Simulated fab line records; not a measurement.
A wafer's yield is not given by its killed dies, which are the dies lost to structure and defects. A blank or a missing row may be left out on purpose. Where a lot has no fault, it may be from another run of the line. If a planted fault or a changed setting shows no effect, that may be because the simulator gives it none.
Which tool did it? | flow nand-harc | 11 lots with 33 wafers sampled at 6 steps, on a route of 1159 steps

## WHAT THE GAUGES READ, wafer by wafer
NHARC_P_ZERO_WELL_INSPECT_43.
lot  | measured    | on                | raw-defect-count
L962 | day 1 19:28 | defect-inspect-01 | 16 13 29
L964 | day 2 07:44 | defect-inspect-01 | 5 5 7
L965 | day 2 13:40 | defect-inspect-01 | 9 16 13
L966 | day 2 19:19 | defect-inspect-02 | 6 5 6
L970 | day 3 19:35 | defect-inspect-02 | 20 13 10
L979 | day 6 01:44 | defect-inspect-01 | 11 12 12
L980 | day 6 07:36 | defect-inspect-01 | 16 16 12
L981 | day 6 13:32 | defect-inspect-02 | 16 11 14
L982 | day 6 19:44 | defect-inspect-02 | 8 9 8
L984 | day 7 07:41 | defect-inspect-01 | 16 5 11
L985 | day 7 13:43 | defect-inspect-02 | 4 15 9

NHARC_P_STI_CD_MEAS_09: target cd 200 nm.
lot  | measured    | on        | cd-nm (nm)
L962 | day 2 10:49 | cd-sem-03 | 200.2 198.5 196.7
L964 | day 3 01:57 | cd-sem-01 | 198.8 202.0 200.6
L965 | day 3 01:59 | cd-sem-03 | 199.7 199.7 201.8
L966 | day 3 12:21 | cd-sem-01 | 200.8 198.7 199.3
L970 | day 4 13:23 | cd-sem-02 | 191.7 191.4 193.7
L979 | day 6 19:17 | cd-sem-03 | 201.5 202.4 200.7
L980 | day 7 00:23 | cd-sem-03 | 198.1 201.8 197.6
L981 | day 7 05:53 | cd-sem-01 | 201.9 202.1 198.1
L982 | day 7 15:38 | cd-sem-02 | 196.3 197.9 197.9
L984 | day 8 00:32 | cd-sem-02 | 199.4 198.8 197.3
L985 | day 8 05:08 | cd-sem-01 | 198.9 202.0 199.4

NHARC_P_STI_OCD_MEAS_17.
lot  | measured    | on     | trench-depth-nm (nm) | trench-foot-cd-nm (nm)
L962 | day 2 11:38 | ocd-01 | 304.4 297.6 297.4    | 157.9 157.1 155.3
L964 | day 3 02:44 | ocd-01 | 295.4 302.2 303.6    | 157.2 160.2 159.2
L965 | day 3 02:46 | ocd-02 | 299.5 302.3 299.6    | 158.0 157.1 160.2
L966 | day 3 13:09 | ocd-01 | 304.8 304.7 306.4    | 158.4 155.7 156.3
L970 | day 4 14:13 | ocd-02 | 301.3 301.6 297.2    | 150.1 149.0 152.1
L979 | day 6 20:04 | ocd-01 | 299.4 295.9 296.9    | 159.3 161.2 159.4
L980 | day 7 01:11 | ocd-01 | 299.8 304.6 301.0    | 156.4 159.4 155.5
L981 | day 7 06:40 | ocd-02 | 296.0 300.6 301.5    | 160.9 160.3 155.8
L982 | day 7 16:25 | ocd-01 | 294.0 297.3 305.1    | 155.3 156.8 155.4
L984 | day 8 01:20 | ocd-01 | 299.8 298.7 301.8    | 157.2 157.3 155.4
L985 | day 8 05:55 | ocd-01 | 300.8 301.0 302.0    | 157.1 159.7 157.7

## WHICH TOOL RAN EACH LOT (tool, then ch and the chambers of the sampled wafers, then the start)
lot  | NHARC_P_ZERO_WELL_DESCUM_13       | NHARC_P_ZERO_WELL_ETCH_63       | NHARC_P_STI_EXPOSE_06
L962 | rie-diel-07 ch 0,1,3, day 1 13:16 | rie-si-04 ch 0,3, day 1 13:32   | krf-scanner-02 ch 0, day 2 10:40
L964 | rie-diel-07 ch 0,3, day 2 01:32   | rie-si-04 ch 2,3, day 2 01:48   | krf-scanner-01 ch 0, day 3 01:48
L965 | rie-diel-07 ch 0,3, day 2 07:23   | rie-si-04 ch 0,1,3, day 2 07:39 | krf-scanner-01 ch 0, day 3 01:50
L966 | rie-diel-02 ch 1,2,3, day 2 13:19 | rie-si-01 ch 1,2, day 2 13:32   | krf-scanner-03 ch 0, day 3 12:12
L970 | rie-diel-02 ch 1,2, day 3 13:24   | rie-si-04 ch 1,2,3, day 3 13:41 | krf-scanner-03 ch 0, day 4 13:14
L979 | rie-diel-02 ch 0,2, day 5 19:27   | rie-si-05 ch 0,1, day 5 19:43   | krf-scanner-03 ch 0, day 6 19:08
L980 | rie-diel-12 ch 1,2,3, day 6 01:25 | rie-si-01 ch 0,1,2, day 6 01:41 | krf-scanner-03 ch 0, day 7 00:14
L981 | rie-diel-02 ch 0,1,3, day 6 07:19 | rie-si-04 ch 1,2,3, day 6 07:37 | krf-scanner-02 ch 0, day 7 05:44
L982 | rie-diel-02 ch 0,2, day 6 13:25   | rie-si-05 ch 0,1,2, day 6 13:41 | krf-scanner-01 ch 0, day 7 15:30
L984 | rie-diel-07 ch 0,1,2, day 7 01:17 | rie-si-01 ch 1,3, day 7 01:32   | krf-scanner-01 ch 0, day 8 00:23
L985 | rie-diel-12 ch 0,2, day 7 07:25   | rie-si-01 ch 0,1,2, day 7 07:40 | krf-scanner-03 ch 0, day 8 04:59
- NHARC_P_ZERO_WELL_DESCUM_13: chemistry O2, time 3 s.
- NHARC_P_ZERO_WELL_ETCH_63: etches the open film in HBr/Cl2, target depth 120 nm, time 40.1 s.
- NHARC_P_STI_EXPOSE_06: exposes mask P STI, target cd 200 nm.

## AS READ BY THE TOOLS THEMSELVES (means over the sampled wafers that have a number; for cases with no such wafer, the mark the record gives instead)
NHARC_P_ZERO_WELL_DESCUM_13.
lot  | tool        | drypump-motor-current-A (A) | oes-product-au (a.u.) | rf-vpp-V (V) | showerhead-plenum-p-Torr (Torr) | throttle-valve-pct (%)
L962 | rie-diel-07 | 5.5                         | 0.999                 | 58.0         | 1.94                            | 11.317
L964 | rie-diel-07 | 5.7                         | 1.002                 | 57.7         | 1.91                            | 11.310
L965 | rie-diel-07 | 5.5                         | 0.997                 | 58.1         | 1.86                            | 11.309
L966 | rie-diel-02 | 5.7                         | 0.998                 | 58.5         | 1.95                            | 11.317
L970 | rie-diel-02 | 5.8                         | 0.986                 | 57.9         | 1.98                            | 11.315
L979 | rie-diel-02 | 6.0                         | 0.990                 | 58.1         | 1.99                            | 11.304
L980 | rie-diel-12 | 5.8                         | 0.996                 | 57.8         | 1.97                            | 11.321
L981 | rie-diel-02 | 5.9                         | 0.998                 | 57.8         | 1.95                            | 11.309
L982 | rie-diel-02 | 6.1                         | 0.995                 | 57.7         | 2.00                            | 11.310
L984 | rie-diel-07 | 5.5                         | 0.993                 | 58.1         | 2.02                            | 11.319
L985 | rie-diel-12 | 5.7                         | 0.994                 | 58.9         | 2.00                            | 11.318

NHARC_P_ZERO_WELL_ETCH_63.
lot  | tool      | drypump-motor-current-A (A) | mfc-cl2-sccm (sccm) | oes-product-au (a.u.) | throttle-valve-pct (%)
L962 | rie-si-04 | 5.2                         | 50.23               | 1.006                 | 26.403
L964 | rie-si-04 | 5.0                         | 50.17               | 1.008                 | 26.408
L965 | rie-si-04 | 5.6                         | 50.09               | 0.997                 | 26.392
L966 | rie-si-01 | 5.7                         | 49.87               | 0.992                 | 26.412
L970 | rie-si-04 | 5.3                         | 49.94               | 0.989                 | 26.409
L979 | rie-si-05 | 6.0                         | 49.99               | 0.995                 | 26.402
L980 | rie-si-01 | 5.6                         | 50.02               | 0.991                 | 26.399
L981 | rie-si-04 | 5.3                         | 49.99               | 1.002                 | 26.405
L982 | rie-si-05 | 6.0                         | 50.06               | 0.995                 | 26.394
L984 | rie-si-01 | 5.3                         | 49.97               | 0.995                 | 26.407
L985 | rie-si-01 | 5.6                         | 49.99               | 1.004                 | 26.411

NHARC_P_STI_EXPOSE_06.
lot  | tool           | exposure-dose-mJ-cm2
L962 | krf-scanner-02 | 37.69
L964 | krf-scanner-01 | 37.61
L965 | krf-scanner-01 | 37.67
L966 | krf-scanner-03 | 37.67
L970 | krf-scanner-03 | 37.61
L979 | krf-scanner-03 | 37.62
L980 | krf-scanner-03 | 37.61
L981 | krf-scanner-02 | 37.65
L982 | krf-scanner-01 | 37.66
L984 | krf-scanner-01 | 37.67
L985 | krf-scanner-03 | 37.67

## THE ANSWER, worked out from the rows above alone
Rule: the usual values come from the lots themselves. Put in order of their means at a reading, lots are off if they are a third of the lots or fewer, leave a main group of 4 or more, and stand apart from it by a gap of 3 or more times the standard deviation of the main group's means; of several such gaps the widest counts. If all means in a main group match to the digits the tables above print for the reading, that group is not used. A lot without any number at a reading at which 4 lots or more have one is off too. Any other lot the step has rows for is counted as sound. Order of review: gauges by route order, followed by the tools' own readings, for which a lot's mean as printed above is used. At the first step where some lot is off, the reading lying furthest off is the one used; lots without a number count as furthest.
Off: L970, at NHARC_P_STI_CD_MEAS_09 (cd-nm). Mean 199.6 nm and standard deviation 1.2 in the main group.
If a tool, at a process step before that reading, ran all the lots that are off and no sound lot after the first of them, it fits. Not tried: the gauges at NHARC_P_STI_CD_MEAS_09; whatever is off there is also off at NHARC_P_STI_OCD_MEAS_17, on other tools, and gauge error can't account for it. No candidate that was tried fits.

## WHAT HAD BEEN PUT IN BY THE SIMULATOR
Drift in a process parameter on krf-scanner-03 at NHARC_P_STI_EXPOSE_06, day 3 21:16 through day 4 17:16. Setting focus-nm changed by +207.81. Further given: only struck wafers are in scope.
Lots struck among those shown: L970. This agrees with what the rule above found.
